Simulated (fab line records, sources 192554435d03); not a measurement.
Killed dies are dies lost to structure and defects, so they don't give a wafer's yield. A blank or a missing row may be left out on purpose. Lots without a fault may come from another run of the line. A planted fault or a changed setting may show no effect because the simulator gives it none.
Which tool did it? | flow n5_finfet | 24 lots, 72 wafers sampled, at 5 steps of a route of 1938

WHAT THE GAUGES READ, wafer by wafer
N5_MOL_CONTACT_COAG_INSPECT_10: inspects for defects (brightfield). Usual: raw_defect_count 73, standard deviation 27.
lot  | measured     | on                | raw_defect_count | flag
L074 | day 4 15:28  | defect_inspect-01 | 67 64 60         |
L075 | day 4 21:19  | defect_inspect-02 | 54 59 23         |
L076 | day 5 08:37  | defect_inspect-02 | 69 82 54         |
L077 | day 5 08:40  | defect_inspect-02 | 63 83 63         |
L078 | day 5 16:40  | defect_inspect-01 | 93 89 63         |
L079 | day 5 22:14  | defect_inspect-02 | 90 60 35         |
L080 | day 6 04:59  | defect_inspect-02 | 116 116 63       |
L081 | day 6 10:31  | defect_inspect-02 | 44 68 75         |
L082 | day 6 14:44  | defect_inspect-01 | 94 70 50         |
L083 | day 6 21:05  | defect_inspect-01 | 83 71 60         |
L084 | day 7 05:07  | defect_inspect-01 | 68 116 149       |
L085 | day 7 10:34  | defect_inspect-01 | 101 73 73        |
L086 | day 7 14:49  | defect_inspect-02 | 75 118 103       |
L087 | day 7 21:03  | defect_inspect-01 | 42 26 22         |
L088 | day 8 03:31  | defect_inspect-01 | 40 54 37         |
L089 | day 8 13:08  | defect_inspect-02 | 98 82 76         |
L090 | day 9 01:36  | defect_inspect-02 | 108 79 126       |
L091 | day 9 03:59  | defect_inspect-01 | 133 135 108      |
L092 | day 9 05:20  | defect_inspect-01 | 58 99 90         |
L093 | day 9 09:28  | defect_inspect-01 | 50 72 48         |
L094 | day 9 15:22  | defect_inspect-02 | 87 65 87         |
L095 | day 10 00:55 | defect_inspect-01 | 52 73 43         |
L096 | day 10 07:31 | defect_inspect-01 | 35 41 35         |
L097 | day 10 11:22 | defect_inspect-02 | 55 76 53         |

N5_MOL_CONTACT_COAG_THK_MEAS_29. Usual: MD_CAP_THK 17.92 nm, standard deviation 0.074.
lot  | measured     | on            | MD_CAP_THK (nm)   | flag
L074 | day 5 01:05  | film_metro-02 | 17.98 17.91 17.88 |
L075 | day 5 06:04  | film_metro-02 | 17.97 17.90 17.99 |
L076 | day 5 17:08  | film_metro-01 | 17.95 17.85 18.07 |
L077 | day 5 18:29  | film_metro-02 | 17.93 18.03 17.94 |
L078 | day 6 00:22  | film_metro-01 | 18.09 17.93 18.02 |
L079 | day 6 08:47  | film_metro-01 | 17.97 17.87 17.98 |
L080 | day 6 14:59  | film_metro-01 | 17.94 17.89 17.93 |
L081 | day 6 19:33  | film_metro-01 | 17.85 17.92 17.95 |
L082 | day 7 00:07  | film_metro-01 | 17.92 18.04 17.97 |
L083 | day 7 06:35  | film_metro-01 | 17.97 18.00 17.81 |
L084 | day 7 12:13  | film_metro-02 | 17.79 17.93 17.91 |
L085 | day 7 20:18  | film_metro-01 | 17.99 18.00 17.90 |
L086 | day 8 00:15  | film_metro-01 | 17.96 17.86 17.90 |
L087 | day 8 09:08  | film_metro-02 | 17.92 17.89 17.85 |
L088 | day 8 13:34  | film_metro-01 | 17.97 17.92 17.98 |
L089 | day 9 02:04  | film_metro-02 | 18.01 17.94 18.08 |
L090 | day 9 11:47  | film_metro-02 | 17.85 17.91 18.02 |
L091 | day 9 14:56  | film_metro-01 | 17.92 17.85 17.86 |
L092 | day 9 15:14  | film_metro-02 | 17.85 17.86 17.88 |
L093 | day 9 18:37  | film_metro-02 | 17.96 17.91 17.93 |
L094 | day 9 23:53  | film_metro-02 | 17.87 17.91 17.86 |
L095 | day 10 08:34 | film_metro-02 | 17.90 17.79 17.90 |
L096 | day 10 16:26 | film_metro-02 | 17.96 17.85 17.92 |
L097 | day 10 18:56 | film_metro-02 | 17.83 17.89 17.81 |

WHICH TOOL RAN EACH LOT (tool, then ch and the chambers of the sampled wafers, then the start)
lot  | N5_HKMG_FIN_STRIP_34              | N5_HKMG_FIN_STRIP_69                 | N5_MOL_CONTACT_COAG_PRE_CLEAN_142
L074 | rie_diel-04 ch 1,2, day 4 03:21   | plasma_asher-02 ch 0,1, day 4 06:13  | pvd_sputter-01, day 4 22:04
L075 | rie_diel-02 ch 1,2,3, day 4 09:15 | plasma_asher-01 ch 0,1, day 4 11:51  | pvd_sputter-01, day 5 01:22
L076 | rie_diel-02 ch 0,1,3, day 4 20:26 | plasma_asher-02 ch 0,1, day 4 23:09  | pvd_sputter-03, day 5 13:26
L077 | rie_diel-04 ch 2,3, day 4 20:40   | plasma_asher-01 ch 0,1, day 4 23:14  | pvd_sputter-03, day 5 13:46
L078 | rie_diel-04 ch 0,1,2, day 5 04:41 | plasma_asher-02 ch 0,1, day 5 07:15  | pvd_sputter-02, day 5 21:26
L079 | rie_diel-01 ch 0,3, day 5 10:04   | plasma_asher-02 ch 0,1, day 5 12:46  | pvd_sputter-03, day 6 05:49
L080 | rie_diel-04 ch 0,1,3, day 5 17:08 | plasma_asher-02 ch 0,1, day 5 19:38  | pvd_sputter-02, day 6 12:01
L081 | rie_diel-01 ch 1,2, day 5 22:17   | plasma_asher-01 ch 0, day 6 00:46    | pvd_sputter-02, day 6 16:36
L082 | rie_diel-02 ch 0,3, day 6 02:39   | plasma_asher-02 ch 1, day 6 05:11    | pvd_sputter-01, day 6 21:05
L083 | rie_diel-01 ch 1,3, day 6 08:55   | plasma_asher-01 ch 0,1, day 6 11:23  | pvd_sputter-01, day 7 03:26
L084 | rie_diel-01 ch 1,2,3, day 6 17:23 | plasma_asher-01 ch 0,1, day 6 19:53  | pvd_sputter-02, day 7 09:17
L085 | rie_diel-01 ch 1,2, day 6 22:20   | plasma_asher-01 ch 0,1, day 7 00:57  | pvd_sputter-02, day 7 16:55
L086 | rie_diel-04 ch 0,2,3, day 7 02:22 | plasma_asher-01 ch 0,1, day 7 05:01  | pvd_sputter-01, day 7 21:15
L087 | rie_diel-02 ch 2,3, day 7 09:11   | plasma_asher-02 ch 0,1, day 7 11:49  | pvd_sputter-03, day 8 06:08
L088 | rie_diel-04 ch 0,1,3, day 7 15:44 | plasma_asher-02 ch 0,1, day 7 18:12  | pvd_sputter-02, day 8 10:38
L089 | rie_diel-01 ch 0,1,3, day 8 01:21 | plasma_asher-01 ch 0,1, day 8 03:49  | pvd_sputter-02, day 8 18:36
L090 | rie_diel-01 ch 0,1, day 8 02:53   | plasma_asher-01 ch 0,1, day 8 05:23  | pvd_sputter-02, day 9 08:52
L091 | rie_diel-04 ch 1,2, day 8 11:55   | plasma_asher-01 ch 0,1, day 8 14:50  | pvd_sputter-01, day 9 12:01
L092 | rie_diel-02 ch 2,3, day 8 13:18   | plasma_asher-01 ch 0, day 8 15:52    | pvd_sputter-01, day 9 12:19
L093 | rie_diel-02 ch 0,2,3, day 8 20:14 | plasma_asher-01 ch 0,1, day 8 22:42  | pvd_sputter-01, day 9 15:38
L094 | rie_diel-02 ch 0,1,2, day 9 02:56 | plasma_asher-01 ch 0,1, day 9 05:41  | pvd_sputter-01, day 9 20:52
L095 | rie_diel-04 ch 0,1,2, day 9 12:49 | plasma_asher-02 ch 0,1, day 9 15:17  | pvd_sputter-03, day 10 05:38
L096 | rie_diel-01 ch 0,1,3, day 9 19:29 | plasma_asher-01 ch 0,1, day 9 22:05  | pvd_sputter-01, day 10 13:10
L097 | rie_diel-01 ch 0,1,2, day 9 23:31 | plasma_asher-02 ch 0,1, day 10 02:07 | pvd_sputter-03, day 10 15:43
- N5_HKMG_FIN_STRIP_34: strips in CF4.
- N5_HKMG_FIN_STRIP_69: strips in N2/H2, time 360 s.
- N5_MOL_CONTACT_COAG_PRE_CLEAN_142: time 60 s.

WHAT THE TOOLS THEMSELVES READ (means of the sampled wafers that have a number; where no wafer has one, the mark that the record gives instead)
N5_HKMG_FIN_STRIP_34. Usual: drypump_motor_current_A 5.5 A, standard deviation 0.46; oes_product_au 0.80 a.u., standard deviation 0.088; rf_vpp_V 271.6 V, standard deviation 1.5; showerhead_plenum_p_Torr 1.81 Torr, standard deviation 0.053; throttle_valve_pct 13.67 %, standard deviation 0.26.
lot  | tool        | drypump_motor_current_A (A) | oes_product_au (a.u.) | rf_vpp_V (V) | showerhead_plenum_p_Torr (Torr) | throttle_valve_pct (%) | flag
L074 | rie_diel-04 | 5.0                         | 0.71                  | 271.2        | 1.81                            | 13.96                  |
L075 | rie_diel-02 | 5.1                         | 0.73                  | 269.4        | 1.77                            | 13.72                  |
L076 | rie_diel-02 | 5.3                         | 0.73                  | 270.7        | 1.79                            | 13.73                  |
L077 | rie_diel-04 | 5.6                         | 0.75                  | 272.6        | 1.83                            | 13.97                  |
L078 | rie_diel-04 | 5.3                         | 0.79                  | 272.1        | 1.82                            | 13.86                  |
L079 | rie_diel-01 | 6.0                         | 0.73                  | 272.4        | 1.85                            | 13.84                  |
L080 | rie_diel-04 | 5.2                         | 0.82                  | 272.1        | 1.81                            | 13.66                  |
L081 | rie_diel-01 | 5.9                         | 0.85                  | 272.0        | 1.80                            | 13.55                  |
L082 | rie_diel-02 | 5.4                         | 0.76                  | 270.9        | 1.79                            | 13.76                  |
L083 | rie_diel-01 | 6.2                         | 0.81                  | 272.8        | 1.84                            | 13.79                  |
L084 | rie_diel-01 | 6.0                         | 0.85                  | 273.5        | 1.85                            | 13.56                  |
L085 | rie_diel-01 | 5.8                         | 0.88                  | 272.5        | 1.85                            | 13.33                  |
L086 | rie_diel-04 | 5.5                         | 0.88                  | 272.1        | 1.83                            | 13.59                  |
L087 | rie_diel-02 | 4.9                         | 0.73                  | 270.5        | 1.77                            | 13.70                  |
L088 | rie_diel-04 | 5.2                         | 0.79                  | 271.3        | 1.81                            | 13.70                  |
L089 | rie_diel-01 | 6.1                         | 0.84                  | 272.0        | 1.82                            | 13.66                  |
L090 | rie_diel-01 | 6.0                         | 0.90                  | 271.9        | 1.81                            | 13.49                  |
L091 | rie_diel-04 | 5.3                         | 0.83                  | 271.7        | 1.81                            | 13.75                  |
L092 | rie_diel-02 | 4.9                         | 0.73                  | 270.2        | 1.77                            | 13.72                  |
L093 | rie_diel-02 | 5.2                         | 0.73                  | 270.8        | 1.77                            | 13.81                  |
L094 | rie_diel-02 | 5.3                         | 0.78                  | 270.9        | 1.75                            | 13.70                  |
L095 | rie_diel-04 | 5.3                         | 0.81                  | 271.9        | 1.81                            | 13.76                  |
L096 | rie_diel-01 | 6.1                         | 0.82                  | 271.8        | 1.82                            | 13.70                  |
L097 | rie_diel-01 | 5.9                         | 0.85                  | 270.9        | 1.83                            | 13.46                  |

N5_HKMG_FIN_STRIP_69. Usual: drypump_motor_current_A 5.89 A, standard deviation 0.19; heater_power_w 437 W, standard deviation 31; n2_flow_sccm 1750 sccm, standard deviation 5.9.
lot  | tool            | drypump_motor_current_A (A) | heater_power_w (W) | n2_flow_sccm (sccm) | flag
L074 | plasma_asher-02 | 6.03                        | 431                | 1747                |
L075 | plasma_asher-01 | 5.73                        | 456                | 1755                |
L076 | plasma_asher-02 | 6.04                        | 429                | 1750                |
L077 | plasma_asher-01 | 5.87                        | 431                | 1753                |
L078 | plasma_asher-02 | 6.02                        | 431                | 1749                |
L079 | plasma_asher-02 | 5.97                        | 411                | 1757                |
L080 | plasma_asher-02 | 5.97                        | 404                | 1744                |
L081 | plasma_asher-01 | 5.61                        | 476                | 1735                |
L082 | plasma_asher-02 | 5.91                        | 399                | 1744                |
L083 | plasma_asher-01 | 5.73                        | 451                | 1748                |
L084 | plasma_asher-01 | 5.86                        | 439                | 1750                |
L085 | plasma_asher-01 | 5.75                        | 453                | 1748                |
L086 | plasma_asher-01 | 5.87                        | 435                | 1754                |
L087 | plasma_asher-02 | 6.05                        | 435                | 1754                |
L088 | plasma_asher-02 | 6.01                        | 437                | 1746                |
L089 | plasma_asher-01 | 5.87                        | 437                | 1753                |
L090 | plasma_asher-01 | 5.87                        | 435                | 1751                |
L091 | plasma_asher-01 | 5.73                        | 462                | 1750                |
L092 | plasma_asher-01 | 5.63                        | 473                | 1759                |
L093 | plasma_asher-01 | 5.74                        | 456                | 1749                |
L094 | plasma_asher-01 | 5.75                        | 458                | 1753                |
L095 | plasma_asher-02 | 5.99                        | 412                | 1752                |
L096 | plasma_asher-01 | 5.87                        | 439                | 1751                |
L097 | plasma_asher-02 | 6.04                        | 436                | 1753                |

N5_MOL_CONTACT_COAG_PRE_CLEAN_142. Usual: heater_power_w 439 W, standard deviation 23.
lot  | tool           | heater_power_w (W) | flag
L074 | pvd_sputter-01 | 444                |
L075 | pvd_sputter-01 | 449                |
L076 | pvd_sputter-03 | 452                |
L077 | pvd_sputter-03 | 447                |
L078 | pvd_sputter-02 | 445                |
L079 | pvd_sputter-03 | 449                |
L080 | pvd_sputter-02 | 441                |
L081 | pvd_sputter-02 | 413                |
L082 | pvd_sputter-01 | 448                |
L083 | pvd_sputter-01 | 439                |
L084 | pvd_sputter-02 | 421                |
L085 | pvd_sputter-02 | 436                |
L086 | pvd_sputter-01 | 436                |
L087 | pvd_sputter-03 | 423                |
L088 | pvd_sputter-02 | 422                |
L089 | pvd_sputter-02 | 431                |
L090 | pvd_sputter-02 | 421                |
L091 | pvd_sputter-01 | 441                |
L092 | pvd_sputter-01 | 432                |
L093 | pvd_sputter-01 | 447                |
L094 | pvd_sputter-01 | 443                |
L095 | pvd_sputter-03 | 467                |
L096 | pvd_sputter-01 | 436                |
L097 | pvd_sputter-03 | 432                |

THE ANSWER, worked out from the rows above alone
Rule: a lot is off if the mean of its wafers that have a number lies more than 3 standard deviations from the usual mean. A lot without any number at a reading at which 4 lots or more have one is off too. The other lots that the step has rows for count as sound. The gauges are gone through in route order, then the tools' own readings, and for those a lot's mean is taken as printed above. The first step at which some lot is off is used, and at that step the reading that is off furthest; a lot without a number counts as furthest.
No lot is off at any reading shown: from this, nothing can be told.

WHAT THE SIMULATOR HAD PUT IN
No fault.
